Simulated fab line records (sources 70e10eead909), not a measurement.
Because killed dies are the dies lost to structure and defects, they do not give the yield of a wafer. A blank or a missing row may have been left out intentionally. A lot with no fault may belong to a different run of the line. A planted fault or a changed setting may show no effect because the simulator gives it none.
fab line records	flow nandHarc
record lots=6	wafers=18	lastDay=32
route steps=1302 shown A_STAIRCASE@717
lots with no fault: from the same line, run without faults
startH: the number of hours between the record's first day and the start of the first shown wafer of the lot	waitH: hours since the lot's step before	" same as the row above	L1.1+2: one row covering several wafers at once	- no value, or no start given	* or withheld: withheld	< > ~ a bound
route shown NAME@n: names a module that has steps shown in the file, with the first one's number in the route	usual: mean and standard deviation over wafers with no fault	same: alike in all rows	chamber/n: place in a boat	sites: each site's reading	_std_site: standard deviation across them	_edge_site: outer sites' mean less inner sites'	radiusMm: for every site, how far away it sits from the centre of the wafer	mask NAME#n: copy n	behind: the most recent tool/chamber to have shaped the wafer	hold: cause of the lot's hold/its duration in hours/its outcome	device: names the non-switching transistor (n, p or np)	end of line: tests run on the same wafers once the route is complete	where a step has no rows: the recipe by itself	killed: dies lost to structure and defects at the first sort, not the wafer's yield	map: per-die view of a wafer (x killed, . not killed, _ where there is no die)
set.NAME: the run value of the setting; set.NAME@STEP: its run value at that earlier step	model.NAME: the simulator's own value behind a step, which no gauge read
lots at selected steps of the route; one table per step, one row per wafer
services: when a tool's chamber went out of use (startH, in hours from the record's first day, below 0 if earlier), for how many hours, and the reason
## steps
# step NHARC_A_STAIRCASE_ETCH_203
# recipe targetDepthA=1000	timeS=40.5	ionEnergyEv=400	c4f8FlowSccm=20	o2FlowSccm=10	arFlowSccm=withheld	rfW=600	biasW=1000	chemistry=C4F8/O2
# usual oesProductAu=0.945/0.013	rfVppV=898/5.1
lot.wafer	tool	chamber	startH	waitH	oesProductAu	rfHoursCounterH	rfVppV
L862.2	rieDiel-07	0	-	-	0.956	15	901
L862.1	"	1	"	"	0.949	15	904
L862.6	"	0	"	"	0.955	-	901
L867.3	rieDiel-01	2	-	-	0.936	11	897
L867.1	"	3	"	"	0.944	9	895
L867.2	"	1	"	"	0.940	10	887
L868.1	rieDiel-04	2	-	-	0.940	18	897
L868.2	"	0	"	"	0.944	17	903
L868.5	"	2	"	"	0.939	-	897
L875.1	rieDiel-04	3	-	-	0.948	38	896
L875.2	"	0	"	"	0.941	35	902
L875.5	"	1	"	"	0.959	-	902
L879.2	rieDiel-04	2	-	-	0.940	5	898
L879.3	"	3	"	"	0.954	5	899
L879.6	"	3	"	"	0.961	-	897
L882.1	rieDiel-04	3	-	-	0.933	9	898
L882.2	"	1	"	"	0.916	9	901
L882.4	"	1	"	"	0.917	-	902
# step NHARC_A_STAIRCASE_STRIP_205
# recipe powerW=1500	tempC=250	chemistry=O2
# usual drypumpMotorCurrentA=5.8/0.31	heaterPowerW=345/43
lot.wafer	tool	chamber	startH	waitH	drypumpMotorCurrentA	heaterPowerW	rfHoursCounterH
L862.1	plasmaAsher-02	0	349.92	0.1	5.5	336	19
L862.2	"	1	"	"	5.8	311	19
L862.6	"	0	"	"	5.5	327	-
L867.1	plasmaAsher-02	0	420.98	0.1	5.5	333	33
L867.2	"	1	"	"	5.8	312	33
L867.3	"	1	"	"	5.8	314	-
L868.1	plasmaAsher-01	0	421.79	0.1	5.5	417	13
L868.2	"	1	"	"	6.3	307	13
L868.5	"	0	"	"	5.5	423	-
L875.2	plasmaAsher-01	1	480.13	0.1	6.3	315	26
L875.1	"	0	"	"	5.5	425	26
L875.5	"	0	"	"	5.5	425	-
L879.2	plasmaAsher-02	0	549.07	0.1	5.5	338	26
L879.3	"	0	"	"	5.5	335	-
L879.6	"	0	"	"	5.5	326	-
L882.2	plasmaAsher-02	1	559.03	0.4	5.8	328	32
L882.1	"	0	"	"	5.5	334	32
L882.4	"	1	"	"	5.8	318	-
# step NHARC_A_STAIRCASE_STRIP_206
# recipe timeS=900	tempC=130	chemistry=SPM
# step NHARC_A_STAIRCASE_PRECLEAN_207
# recipe timeS=*	tempC=50	bathAgeMin=0	chemistry=SC1
# step NHARC_A_STAIRCASE_SRD_208
# step NHARC_A_STAIRCASE_DEHYDRATE_209
# recipe tempC=150	timeS=120
# step NHARC_A_STAIRCASE_HMDS_210
# recipe timeS=30
# step NHARC_A_STAIRCASE_COAT_211
# recipe spinRpm=1200
# step NHARC_A_STAIRCASE_SOFTBAKE_212
# recipe tempC=135	timeS=170
# step NHARC_A_STAIRCASE_EBR_213
# step NHARC_A_STAIRCASE_EXPOSE_214
# recipe na=0.5	doseMj=31.26	maskId=STAIR_3
# step NHARC_A_STAIRCASE_PEB_215
# recipe pebTempC=115	pebTimeS=130
# usual chillPlateTempC=23.00/0.096	exhaustPa=45.2/0.88	pebTimeS=130/0
lot.wafer	tool	chamber	startH	waitH	chillPlateTempC	exhaustPa	pebTimeS
L862.1	lithoTrack-02	0	351.12	0.1	23.02	45.0	130
L862.2	"	0	"	"	23.04	44.0	130
L862.6	"	0	"	"	23.04	45.8	130
L867.1	lithoTrack-05	-	422.06	0.1	-	-	-
L867.2	"	-	"	"	-	-	-
L867.3	"	-	"	"	-	-	-
L868.1	lithoTrack-03	-	422.98	0.1	-	-	-
L868.2	"	-	"	"	-	-	-
L868.5	"	-	"	"	-	-	-
L875.1	lithoTrack-03	0	481.34	0.1	22.98	46.1	130
L875.2	"	0	"	"	23.07	45.6	130
L875.5	"	0	"	"	23.01	46.1	130
L879.2	lithoTrack-03	0	550.29	0.1	22.83	44.5	130
L879.3	"	0	"	"	22.87	43.4	130
L879.6	"	0	"	"	23.02	44.4	130
L882.1	lithoTrack-03	0	560.23	0.1	22.97	43.5	130
L882.2	"	0	"	"	23.01	45.1	130
L882.4	"	0	"	"	23.03	45.2	130
# step NHARC_A_STAIRCASE_DEVELOP_216
# recipe timeS=140
## services
tool	chamber	startH	hours	kind
rieDiel-04	0	336.38	-	clean
rieDiel-04	1	336.38	-	clean
plasmaAsher-01	-	342.23	9.0	pm
rieDiel-01	3	345.57	6.2	repair
rieDiel-04	-	354.90	9.0	pm
rieDiel-07	1	359.86	2.9	repair
rieDiel-01	1	366.50	3.8	repair
plasmaAsher-02	-	369.57	1.0	repair
rieDiel-01	3	378.09	9.6	repair
rieDiel-01	-	380.80	9.0	pm
plasmaAsher-01	-	388.33	3.6	repair
rieDiel-07	0	393.62	9.9	repair
lithoTrack-02	-	402.00	7.0	pm
rieDiel-07	0	403.85	8.8	repair
plasmaAsher-02	-	426.58	9.0	pm
lithoTrack-03	-	450.00	7.0	pm
plasmaAsher-01	-	460.33	2.0	repair
rieDiel-07	-	471.20	9.0	pm
lithoTrack-05	-	474.00	7.0	pm
plasmaAsher-01	-	519.23	9.0	pm
rieDiel-04	-	532.93	9.0	pm
rieDiel-07	1	554.62	4.5	repair
rieDiel-07	0	555.62	7.3	repair
rieDiel-01	-	557.89	9.0	pm
## key
firstSign step=NHARC_A_STAIRCASE_PEB_215	reading=toolRecord	direction=missing
effect none on later readings
metAt NHARC_A_STAIRCASE_PEB_215
struckWafers L867.1,L867.2,L867.3,L868.1,L868.2,L868.5
laterRowsLeftOut L867.1,L867.2,L867.3,L868.1,L868.2,L868.5
sortLeftOut L867.1,L867.2,L867.3,L868.1,L868.2,L868.5
testerLeftOut L867,L868
fault kind=skippedStepWhole	tool=lithoTrack-03,lithoTrack-05	chamber=-	onsetH=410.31	steps=NHARC_A_STAIRCASE_PEB_215	scope=struckLotsOnly
# testerLeftOut: of these lots the tester's yield and bins aren't shown, on N5 and GAA mostly nor the transistor test; their killed dies are dies lost to structure and defects alone, not to doping, threshold or leakage, so they don't give the yield
# sortLeftOut: the simulated sort isn't trusted on such a fault, so these wafers' sort isn't shown, and their yield isn't known
# laterRowsLeftOut: the simulator's readings of these wafers behind a module that went badly wrong aren't trusted and aren't shown, but for the sort
